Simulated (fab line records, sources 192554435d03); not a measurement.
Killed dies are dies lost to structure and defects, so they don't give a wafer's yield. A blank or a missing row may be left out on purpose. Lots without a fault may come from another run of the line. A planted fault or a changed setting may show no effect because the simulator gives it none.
Problem report in the 8D (eight disciplines) form, filled by code | flow n5_finfet | the parts of the form that need people (team, actions taken, sign-off) are left out

1. THE PROBLEM
spin_speed_rpm at N5_BEOL_M10_COAT_63 reads a mean of 1569.6 rpm on 6 wafers of 2 lots; wafers without a fault read 1500.0 rpm with a standard deviation of 1.1. That is +63 standard deviations from the usual mean.
The step: time 60 s, resist thk 100 nm.
First seen on wafer L583.1, day 12 13:45, on litho_track-05. The record holds 12 wafers of 4 lots with a number at this step. Rule for "out", or "out of limits": more than 4 standard deviations from the usual mean. The other wafers with a number count as sound.

2. WHAT IT IS AND WHAT IT IS NOT
question                    | is                     | is not
which readings at this step | spin_speed_rpm         | -
which lots                  | L583, L585             | L596, L598
which wafers of those lots  | all that have a number | -
read on which tools         | litho_track-05         | litho_track-01
when                        | from day 12 13:45      | up to then (0 sound wafers); but 6 sound wafers of L596, L598 came after

3. SUSPECTS, AND WHAT RULES EACH OUT
Counting: a tool at a process step up to the reading stays a suspect if it ran every lot that is out and no sound lot after the first of them.
- litho_track-05 at N5_BEOL_M10_COAT_63 (time 60 s, resist thk 100 nm): ruled out as a lasting fault. Sound lots L598 ran on it after its first lot that is out, L583 (day 12 13:45).
Left after counting: nothing in the record.

4. THE CAUSE (what the simulator had put in)
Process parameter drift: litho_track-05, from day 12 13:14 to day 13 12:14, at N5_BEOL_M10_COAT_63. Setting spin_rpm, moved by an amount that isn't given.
Counting ruled it out, wrongly.

5. THE CHAIN OF EFFECTS, in route order
Each row: a reading whose mean over the struck wafers that have a number lies more than 3 standard deviations from the usual. Only readings for which the record gives a usual standard deviation are gone through. hours: the time from each lot's start at the first step in this table that gives one to its start at this step, as a median over the lots. sigmas: the change in usual standard deviations.
hours | step                | reading        | usual      | on struck wafers | change | sigmas
0     | N5_BEOL_M10_COAT_63 | spin_speed_rpm | 1500.0 rpm | 1569.6           | +69.6  | +63
The process steps in it:
- N5_BEOL_M10_COAT_63: time 60 s, resist thk 100 nm.

6. WHAT WOULD HAVE CAUGHT IT SOONER
In this record the first reading out of limits was taken at day 12 13:45, 1 hour after the fault began at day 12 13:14.
